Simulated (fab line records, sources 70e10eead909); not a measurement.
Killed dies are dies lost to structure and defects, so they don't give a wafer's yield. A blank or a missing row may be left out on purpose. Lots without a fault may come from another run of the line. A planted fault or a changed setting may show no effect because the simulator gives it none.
Chamber matching | flow nand_harc | NHARC_A_STAIRCASE_DEP_322 on pecvd-01: 3 sister chambers
The step deposits SiO2, target thk 7200 nm. 6 wafers are shown with their chamber, then 7 later ones without.

WAFERS WITH THEIR CHAMBER
wafer  | chamber | heater_power_w (W) | mfc_precursor_sccm (sccm)
L080.4 | 0       | 635                | 199.4
L083.2 | 2       | 674                | 200.3
L083.4 | 2       | 634                | 200.4
L083.5 | 1       | 587                | 199.6
L093.2 | 0       | 700                | 200.1
L093.3 | 1       | 707                | 198.9

WAFERS WITHOUT THEIR CHAMBER
wafer  | heater_power_w (W) | mfc_precursor_sccm (sccm)
L093.6 | 612                | 200.3
L096.1 | 672                | 199.4
L096.3 | 723                | 200.1
L096.6 | 612                | 200.5
L097.2 | 636                | 199.3
L097.5 | 639                | 199.7
L097.6 | 588                | 199.1

WHICH CHAMBER EACH WENT THROUGH
wafer  | from the rows above          | in truth
L093.6 | can't be placed: 2 or 0 or 1 | 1
L096.1 | can't be placed: 1 or 0 or 2 | 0
L096.3 | can't be placed: 0 or 2 or 1 | 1
L096.6 | can't be placed: 2 or 0      | 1
L097.2 | can't be placed: 1 or 0      | 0
L097.5 | can't be placed: 0 or 1 or 2 | 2
L097.6 | can't be placed: 1 or 0      | 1
Placed correctly: 0 of 7. Can't be placed from these rows: 7 (the true chamber is among the candidates in 6). Placed wrongly: 0.
How it was worked out, from the rows above alone: a wafer's distance from a chamber is the root of the sum, over the readings, of the square of ((its reading less the chamber's mean) divided by the reading's scatter). The wafer belongs to the nearest chamber; if the next one is less than 2 further off, it can't be placed. A chamber's mean is the mean of its shown wafers. The scatter: the root of (the sum of the squares of (reading less its chamber's mean) over the shown wafers, divided by (wafers less chambers)).
